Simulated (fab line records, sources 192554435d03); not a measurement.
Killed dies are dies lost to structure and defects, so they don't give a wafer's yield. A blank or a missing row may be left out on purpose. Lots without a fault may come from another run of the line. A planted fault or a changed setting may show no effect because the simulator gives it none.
Chamber matching | flow n5_finfet | N5_BEOL_M9_DESCUM_16 on rie_diel-03: 4 sister chambers
The step chemistry O2, time 7.9 s. 4 wafers are shown with their chamber, then 11 later ones without.

WAFERS WITH THEIR CHAMBER
wafer  | chamber | showerhead_plenum_p_Torr (Torr)
L087.3 | 0       | 2.01
L088.4 | 1       | 2.08
L088.5 | 2       | 1.99
L090.1 | 3       | 2.16

WAFERS WITHOUT THEIR CHAMBER
wafer  | showerhead_plenum_p_Torr (Torr)
L090.3 | 2.07
L090.5 | 2.07
L093.2 | 2.07
L093.3 | 2.16
L093.5 | 2.01
L092.2 | 1.98
L092.3 | 2.07
L092.6 | 2.01
L096.1 | 2.07
L096.2 | 2.01
L096.5 | 2.01

WHICH CHAMBER EACH WENT THROUGH
wafer  | from the rows above | in truth
L090.3 | 1                   | 1
L090.5 | 1                   | 1
L093.2 | 1                   | 1
L093.3 | 3                   | 3
L093.5 | 0                   | 0
L092.2 | 2                   | 2
L092.3 | 1                   | 1
L092.6 | 0                   | 0
L096.1 | 1                   | 1
L096.2 | 0                   | 0
L096.5 | 0                   | 0
Placed correctly: 11 of 11. Can't be placed from these rows: 0. Placed wrongly: 0.
How it was worked out, from the rows above alone: a wafer's distance from a chamber is the root of the sum, over the readings, of the square of ((its reading less the chamber's mean) divided by the reading's scatter). The wafer belongs to the nearest chamber; if the next one is less than 2 further off, it can't be placed. A chamber's mean is the mean of its shown wafers. The scatter: with one shown wafer a chamber, the root of the mean of the squares of how far each hidden wafer lies from its nearest shown one.
